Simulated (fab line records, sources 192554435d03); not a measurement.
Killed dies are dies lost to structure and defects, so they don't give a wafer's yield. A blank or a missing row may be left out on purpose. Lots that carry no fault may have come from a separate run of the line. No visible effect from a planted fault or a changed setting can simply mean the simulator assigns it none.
Split-lot study || flow n5-finfet || route with 1938 steps; 7 lots, 21 wafers read

## SPLIT DETAILS
At N5_BEOL_M5_HM_DEP_02 (deposits TiN, target thk 20 nm), the setting target-thk-a was moved away from the recipe's 200 angstrom on 7 of the 21 wafers read, by -11.8% to +12.5%. The other wafers ran this setting at the recipe's value.

## FROM THE SPLIT TO THE READING: what the file shows between them, 4 steps
- N5_BEOL_M5_COAT_59: time 60 s, resist thk 60 nm
- N5_BEOL_M5_COAT_60: time 60 s, resist thk 12 nm
- N5_BEOL_M5_STRIP_73: strips in N2/H2
- N5_BEOL_M5_STRIP_64: strips in CF4

## THE READING
etch.depth-nm (the simulator's own value, which no gauge read), in nm, at N5_BEOL_M5_HM_OPEN_17 (chemistry Cl2/BCl3, target TiN, target depth 20 nm, overetch 6 nm). There is no usual value for it anywhere in the file. The 14 wafers here that ran the recipe average 20.17 nm, standard deviation 0.32 nm.

{"wafer": "L075.3", "tool, chamber at the split": "pvd-sputter-01, -", "target-thk-a as run, angstrom": 200, "against the recipe": "recipe", "etch.depth-nm, nm": 20.59, "against lot-mates on the recipe": "-"}
{"wafer": "L075.4", "tool, chamber at the split": "pvd-sputter-01, -", "target-thk-a as run, angstrom": 209.9, "against the recipe": "+5.0%", "etch.depth-nm, nm": 21.84, "against lot-mates on the recipe": "+1.11"}
{"wafer": "L075.5", "tool, chamber at the split": "pvd-sputter-01, -", "target-thk-a as run, angstrom": 200, "against the recipe": "recipe", "etch.depth-nm, nm": 20.87, "against lot-mates on the recipe": "-"}
{"wafer": "L080.2", "tool, chamber at the split": "pvd-sputter-01, -", "target-thk-a as run, angstrom": 200, "against the recipe": "recipe", "etch.depth-nm, nm": 20.27, "against lot-mates on the recipe": "-"}
{"wafer": "L080.4", "tool, chamber at the split": "pvd-sputter-01, -", "target-thk-a as run, angstrom": 200, "against the recipe": "recipe", "etch.depth-nm, nm": 19.99, "against lot-mates on the recipe": "-"}
{"wafer": "L080.5", "tool, chamber at the split": "pvd-sputter-01, -", "target-thk-a as run, angstrom": 224, "against the recipe": "+12.0%", "etch.depth-nm, nm": 22.4, "against lot-mates on the recipe": "+2.27"}
{"wafer": "L082.1", "tool, chamber at the split": "pvd-sputter-03, -", "target-thk-a as run, angstrom": 200, "against the recipe": "recipe", "etch.depth-nm, nm": 20.06, "against lot-mates on the recipe": "-"}
{"wafer": "L082.3", "tool, chamber at the split": "pvd-sputter-03, -", "target-thk-a as run, angstrom": 200, "against the recipe": "recipe", "etch.depth-nm, nm": 20, "against lot-mates on the recipe": "-"}
{"wafer": "L082.4", "tool, chamber at the split": "pvd-sputter-03, -", "target-thk-a as run, angstrom": 200, "against the recipe": "recipe", "etch.depth-nm, nm": 20.05, "against lot-mates on the recipe": "-"}
{"wafer": "L086.4", "tool, chamber at the split": "pvd-sputter-01, -", "target-thk-a as run, angstrom": 176.3, "against the recipe": "-11.8%", "etch.depth-nm, nm": 17.55, "against lot-mates on the recipe": -2.37}
{"wafer": "L086.5", "tool, chamber at the split": "pvd-sputter-01, -", "target-thk-a as run, angstrom": 176.3, "against the recipe": "-11.8%", "etch.depth-nm, nm": 17.41, "against lot-mates on the recipe": -2.51}
{"wafer": "L086.6", "tool, chamber at the split": "pvd-sputter-01, -", "target-thk-a as run, angstrom": 200, "against the recipe": "recipe", "etch.depth-nm, nm": 19.92, "against lot-mates on the recipe": "-"}
{"wafer": "L096.3", "tool, chamber at the split": "pvd-sputter-01, -", "target-thk-a as run, angstrom": 225.1, "against the recipe": "+12.5%", "etch.depth-nm, nm": 22.38, "against lot-mates on the recipe": "+2.51"}
{"wafer": "L096.4", "tool, chamber at the split": "pvd-sputter-01, -", "target-thk-a as run, angstrom": 200, "against the recipe": "recipe", "etch.depth-nm, nm": 19.84, "against lot-mates on the recipe": "-"}
{"wafer": "L096.5", "tool, chamber at the split": "pvd-sputter-01, -", "target-thk-a as run, angstrom": 200, "against the recipe": "recipe", "etch.depth-nm, nm": 19.9, "against lot-mates on the recipe": "-"}
{"wafer": "L092.2", "tool, chamber at the split": "pvd-sputter-01, -", "target-thk-a as run, angstrom": 200, "against the recipe": "recipe", "etch.depth-nm, nm": 20.31, "against lot-mates on the recipe": "-"}
{"wafer": "L092.4", "tool, chamber at the split": "pvd-sputter-01, -", "target-thk-a as run, angstrom": 200, "against the recipe": "recipe", "etch.depth-nm, nm": 20.71, "against lot-mates on the recipe": "-"}
{"wafer": "L092.5", "tool, chamber at the split": "pvd-sputter-01, -", "target-thk-a as run, angstrom": 200, "against the recipe": "recipe", "etch.depth-nm, nm": 20.04, "against lot-mates on the recipe": "-"}
{"wafer": "L097.1", "tool, chamber at the split": "pvd-sputter-01, -", "target-thk-a as run, angstrom": 200, "against the recipe": "recipe", "etch.depth-nm, nm": 19.89, "against lot-mates on the recipe": "-"}
{"wafer": "L097.3", "tool, chamber at the split": "pvd-sputter-01, -", "target-thk-a as run, angstrom": 220.9, "against the recipe": "+10.5%", "etch.depth-nm, nm": 22.14, "against lot-mates on the recipe": "+2.25"}
{"wafer": "L097.5", "tool, chamber at the split": "pvd-sputter-01, -", "target-thk-a as run, angstrom": 220.9, "against the recipe": "+10.5%", "etch.depth-nm, nm": 21.84, "against lot-mates on the recipe": "+1.95"}

THE FIT
A straight line over all 21 wafers: etch.depth-nm changes by +0.201 nm for each +1% of target-thk-a; r = +0.96; the points scatter about the line by 0.35 nm.
The same after taking each lot's own level away (the mean of its wafers on the recipe; 21 wafers): +0.201 nm for each +1%; r = +0.99; scatter 0.15 nm.
The reading moves by 2.5 nm for the largest change in target-thk-a, on that fit.
Across the lots, their own levels run from 19.870 to 20.730 nm, a range of 2.7 times the standard deviation given above.
So the lot-to-lot level changes the slope little: the two slopes agree.
Check: for one of the wafers moved furthest among these (+12.5%), held out of the fit, the line's prediction against its lot-mates is +2.52 nm. It came out at +2.51 nm against them.

## ADDITIONAL SPLITS CARRIED BY THESE WAFERS
Note: prior to the reading, these wafers also went through further splits. Each is held against what the fit with the lots' levels taken away leaves over:
{"other split on the same wafers": "N5_BEOL_M5_ILD_DEP_00 time-s", "wafers away from the commonest value": 7, "r with etch.depth-nm (lot level and that fit taken away)": -0.11}

## THE WHOLE CHAIN: every reading that the file lists as answering this split, in the file's order
{"step": "N5_BEOL_M5_HM_DEP_02", "what it does": "deposits TiN, target thk 20 nm", "reading": "TiN_of_BEOL_M5_HM_DEP_02.thk-nm (the simulator's own value, which no gauge read)", "change (the file's fit)": "+0.205 nm for each +1% of the setting", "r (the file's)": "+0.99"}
{"step": "N5_BEOL_M5_HM_OPEN_17", "what it does": "chemistry Cl2/BCl3, target TiN, target depth 20 nm, overetch 6 nm", "reading": "etch.depth-nm (the simulator's own value, which no gauge read)", "change (the file's fit)": "+0.2 nm for each +1% of the setting", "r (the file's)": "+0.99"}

## FILE'S OWN FIT
etch.depth-nm changes by +0.2 nm for each +1% of target-thk-a, r = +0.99.
